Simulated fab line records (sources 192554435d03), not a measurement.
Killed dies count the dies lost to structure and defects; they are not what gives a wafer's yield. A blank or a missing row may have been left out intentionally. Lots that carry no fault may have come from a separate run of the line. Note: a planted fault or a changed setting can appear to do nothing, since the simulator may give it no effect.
Code-filled problem report in 8D (eight disciplines) form ; flow n5_finfet ; the parts of the form that need people (team, actions taken, sign-off) are left out

1. WHAT WENT WRONG
strip_time_to_endpoint_s at N5_BEOL_M13_STRIP_63 reads a mean of 93.6 s on 6 wafers of 2 lots; wafers without a fault read 28.1 s with a standard deviation of 1.1. That is +60 standard deviations from the usual mean.
The step: strips in N2/H2.
First observed at day 12 05:43: wafer L928.2, on plasma_asher-01. The record has a number at this step for 42 wafers belonging to 14 lots. The rule behind "out" and "out of limits": a value lying over 4 standard deviations away from the usual mean. The other wafers with a number count as sound.

2. WHAT IT IS, WHAT IT ISN'T
question;is;is not
which readings at this step;strip_time_to_endpoint_s, oes_product_au;drypump_motor_current_A, heater_power_w
which lots;L928, L929;L924, L925, L926, L937, L939, L940, L942, L943, L944, L945, L946, L947
which wafers of those lots;all that have a number;-
read on which tools;plasma_asher-01;plasma_asher-02
when;from day 12 05:43;"up to then (9 sound wafers); but 27 sound wafers of L937, L939, L940, L942, L943, L944, L945, L946, L947 came after"

3. THE SUSPECTS, EACH WITH WHAT RULES IT OUT
Counting: any tool at a process step up to the reading is kept as a suspect provided that every lot that is out went through it and no sound lot did after the first of them.
- rie_diel-04 at N5_BEOL_M13_DESCUM_15 (chemistry O2, time 7.9 s): ruled out as a lasting fault. Sound lots L943 ran on it after its first lot that is out, L928 (day 12 05:23).
- rie_diel-04 at N5_BEOL_M13_ETCH_59 (etches BARC in N2/H2, target depth 89 nm, overetch 26.7 nm, time 67.9 s): ruled out as a lasting fault. Sound lots L943 ran on it after its first lot that is out, L928 (day 12 05:25).
- rie_diel-04 at N5_BEOL_M13_VIA_ETCH_16 (etches SiOC in C4F8/O2/Ar, target depth 921.7 nm): ruled out as a lasting fault. Sound lots L943 ran on it after its first lot that is out, L928 (day 12 05:29).
- plasma_asher-01 at N5_BEOL_M13_STRIP_63 (strips in N2/H2): ruled out as a lasting fault. Sound lots L937, L944, L946, L943, L945 ran on it after its first lot that is out, L928 (day 12 05:43).
Left after counting: nothing in the record.

4. THE CAUSE (what the simulator had put in)
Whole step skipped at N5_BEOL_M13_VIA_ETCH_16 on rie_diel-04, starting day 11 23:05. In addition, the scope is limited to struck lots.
It was ruled out by counting, in error; the rule expects a fault to strike all lots run on its tool from its start on, and this fault did not.

5. SEQUENCE OF EFFECTS, ordered by route
Each row: a reading where the mean over the struck wafers with a number is more than 3 standard deviations away from the usual. Only readings for which the record gives a usual standard deviation are gone through. hours: the time from each lot's start at the first step in this table that gives one to its start at this step, as a median over the lots. sigmas: the change in usual standard deviations.
hours;step;reading;usual;on struck wafers;change;sigmas
0;N5_BEOL_M13_STRIP_63;oes_product_au;0.675 a.u.;0.857;+0.182;+36
0;N5_BEOL_M13_STRIP_63;strip_time_to_endpoint_s;28.1 s;93.6;+65.5;+60
Process steps it contains:
- N5_BEOL_M13_STRIP_63: strips in N2/H2.
Readings that are blank on the struck wafers while sound wafers have them: C4F8_flow_sccm at N5_BEOL_M13_VIA_ETCH_16; O2_flow_sccm at N5_BEOL_M13_VIA_ETCH_16; drypump_motor_current_A at N5_BEOL_M13_VIA_ETCH_16; oes_product_au at N5_BEOL_M13_VIA_ETCH_16; rf_fwd_power_W at N5_BEOL_M13_VIA_ETCH_16; rf_vpp_V at N5_BEOL_M13_VIA_ETCH_16; showerhead_plenum_p_Torr at N5_BEOL_M13_VIA_ETCH_16; throttle_valve_pct at N5_BEOL_M13_VIA_ETCH_16; and 1 more.

6. WHAT WOULD HAVE CAUGHT IT SOONER
The fault began at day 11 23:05; the first out-of-limits reading in this record came at day 12 05:43, 7 hours later.
At N5_BEOL_M13_VIA_ETCH_16 the tool's readings are blank on the struck wafers, where sound wafers have them: an empty tool record is the first sign, and it was there at once.
